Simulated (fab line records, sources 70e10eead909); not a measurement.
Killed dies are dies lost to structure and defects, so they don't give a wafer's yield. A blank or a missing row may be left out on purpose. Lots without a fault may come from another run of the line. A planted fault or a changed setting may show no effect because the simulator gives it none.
A struck lot beside a sound one | flow nand_harc | 14 steps out of a route of 1159
Sound: wafers L321.2, L321.4, L321.5. Struck: wafer L324.3. (L324.2, L324.4 of the same lot were not struck and are left out.) The cause comes at the end.
At each step with rows: each side's tool, then ch and its chambers, then its first start. Under that, the readings that differ: sound wafers | struck wafers | difference of the means | sigmas: that difference in standard deviations of wafers without a fault.
alike: readings whose means differ by less than 2 such deviations, and words and numbers that are the same on both sides. not compared: withheld readings, readings that some wafer has no value for, bounds like >300 that may hide the same value, and numbers for which the record gives no deviation and whose values overlap.
The two part at a step that has a row with sigmas, a row that says differs or no value, or rows on one side only. Numbers that don't overlap but have no deviation are shown without sigmas and don't part them. A reading that every wafer of one side lacks parts them only if that side has two wafers or more.

NHARC_A_WL_FILL_CVD_03: deposits W, target thk 40 nm, time 3302 s.
  sound on cvd_w-02 ch 0,1, day 15 16:32; struck on cvd_w-01 ch 0, day 16 08:38
  alike: heater_power_w, susceptor_temp_C, throttle_valve_pct
NHARC_A_WL_FILL_ETCHBACK_04: etches the open film in NF3, target depth 60 nm, time 120 s.
  sound on rie_metal-01 ch 0,1, day 15 19:53; struck on rie_metal-03 ch 1, day 16 11:29
  alike: drypump_motor_current_A, oes_product_au
  not compared: rf_hours_counter_h
NHARC_A_WL_FILL_ETCHBACK_05: etches the open film in Cl2/BCl3, target depth 22 nm, time 60 s.
  sound on rie_metal-01 ch 0,1, day 15 20:07; struck on rie_metal-03 ch 1, day 16 11:44
  alike: drypump_motor_current_A, oes_product_au
  not compared: rf_hours_counter_h
then, 6 steps without rows for these wafers: NHARC_A_WL_FILL_STRIP_27 (strips in N2/H2, time 20 s); NHARC_A_WL_FILL_STRIP_28 (strips in post etch residue remover, time 1200 s); NHARC_A_WL_FILL_PRECLEAN_06 (cleans in DIW, time 300 s); NHARC_A_WL_FILL_SRD_07; NHARC_A_WL_FILL_ANNEAL_08 (time 1800 s); NHARC_A_WL_FILL_ALD_10 (deposits SiO2, target thk 50 nm, pulse time 10 s, ald cycles 500).
NHARC_A_WL_FILL_ETCHBACK_16: etches the open film in C4F8/O2/Ar, target depth 88 nm, time 17.6 s.
  sound on rie_diel-12 ch 1,2; struck on rie_diel-04 ch 1
  reading               | sound             | struck | difference | sigmas
  oes_product_au (a.u.) | 0.936 0.924 0.920 | 1.001  | +0.074     | +3
  alike: rf_vpp_V
  not compared: rf_hours_counter_h
NHARC_A_WL_FILL_STRIP_29: strips in O2, time 20 s.
  sound on rie_diel-12 ch 0,1,2, day 16 06:33; struck on rie_diel-04 ch 0, day 16 22:42
  reading                     | sound       | struck | difference | sigmas
  drypump_motor_current_A (A) | 6.5 5.6 6.4 | 5.0    | -1.2       | -2
  alike: oes_product_au, rf_vpp_V, showerhead_plenum_p_Torr, throttle_valve_pct
  not compared: rf_hours_counter_h
NHARC_A_WL_FILL_ETCHBACK_17: etches the open film in Cl2/BCl3, target depth 4 nm, time 26.7 s.
  sound on rie_metal-01 ch 0,1, day 16 06:38; struck on rie_metal-02 ch 0, day 16 22:48
  reading                     | sound             | struck | difference | sigmas
  drypump_motor_current_A (A) | 5.7 6.0 5.7       | 6.7    | +0.9       | +3
  oes_product_au (a.u.)       | 0.996 1.001 0.994 | 0.836  | -0.161     | -22
  not compared: rf_hours_counter_h
then, 1 step without rows for these wafers: NHARC_A_WL_FILL_PRECLEAN_18 (cleans in dHF, time 30 s).
-- the record jumps here: 4 days lie between the struck wafers' starts before and after (it left off in module A_WL_FILL and takes up again in module END, whose first step shown is number 1159 of the route) --
NHARC_END_SORT_01:
  sound on prober-01 ch 0, day 19 20:31; struck on prober-01 ch 0, day 21 02:35
  alike: killed_at_array, killed_at_other, killed_at_periphery, killed_dies, killed_open, killed_short

WHERE THEY PART
First at NHARC_A_WL_FILL_ETCHBACK_16; last, within this record, at NHARC_A_WL_FILL_ETCHBACK_17. Later steps at which nothing parts them and some readings are alike: NHARC_END_SORT_01.

WHY: what the simulator had put in
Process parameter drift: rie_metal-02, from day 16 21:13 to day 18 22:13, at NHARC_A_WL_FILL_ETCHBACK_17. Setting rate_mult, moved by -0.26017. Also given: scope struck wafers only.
